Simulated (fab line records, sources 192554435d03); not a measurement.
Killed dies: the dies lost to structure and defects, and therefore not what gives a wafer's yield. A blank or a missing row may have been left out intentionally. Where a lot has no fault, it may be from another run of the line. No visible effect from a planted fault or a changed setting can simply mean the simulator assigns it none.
Chamber matching | flow n5 finfet | N5_BEOL_M0_SAQP_STRIP_75 on rie diel-03: 4 sister chambers
The step strips in CF4. 4 wafers are shown with their chamber, then 11 later ones without.

WAFERS PAIRED WITH THEIR CHAMBERS
wafer  | chamber | showerhead plenum p Torr (Torr)
L079.5 | 1       | 1.84
L082.4 | 3       | 1.84
L082.6 | 0       | 1.86
L083.1 | 2       | 1.70

WAFERS MISSING THEIR CHAMBER
wafer  | showerhead plenum p Torr (Torr)
L083.4 | 1.86
L083.5 | 1.84
L087.1 | 1.83
L087.2 | 1.86
L087.5 | 1.70
L088.1 | 1.86
L088.5 | 1.70
L088.6 | 1.83
L090.1 | 1.86
L090.4 | 1.84
L090.5 | 1.86

WHICH CHAMBER EACH WENT THROUGH
wafer  | from the rows above     | in truth
L083.4 | 0                       | 0
L083.5 | can't be placed: 1 or 3 | 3
L087.1 | can't be placed: 1 or 3 | 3
L087.2 | 0                       | 0
L087.5 | 2                       | 2
L088.1 | 0                       | 0
L088.5 | 2                       | 2
L088.6 | can't be placed: 1 or 3 | 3
L090.1 | 0                       | 0
L090.4 | can't be placed: 1 or 3 | 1
L090.5 | 0                       | 0
Correctly placed: 7 of 11. From these rows, 4 cannot be placed; in 4 the true chamber is one of the candidates. Wrongly placed: 0.
How it was worked out, from the rows above alone: a wafer's distance from a chamber is the root of the sum, over the readings, of the square of ((its reading less the chamber's mean) divided by the reading's scatter). If the next closest chamber is less than 2 further off than the closest, the wafer can't be placed; otherwise it belongs to the closest. Each chamber's mean is taken over the wafers shown for it. The scatter: with one shown wafer a chamber, the root of the mean of the squares of how far each hidden wafer lies from its nearest shown one.
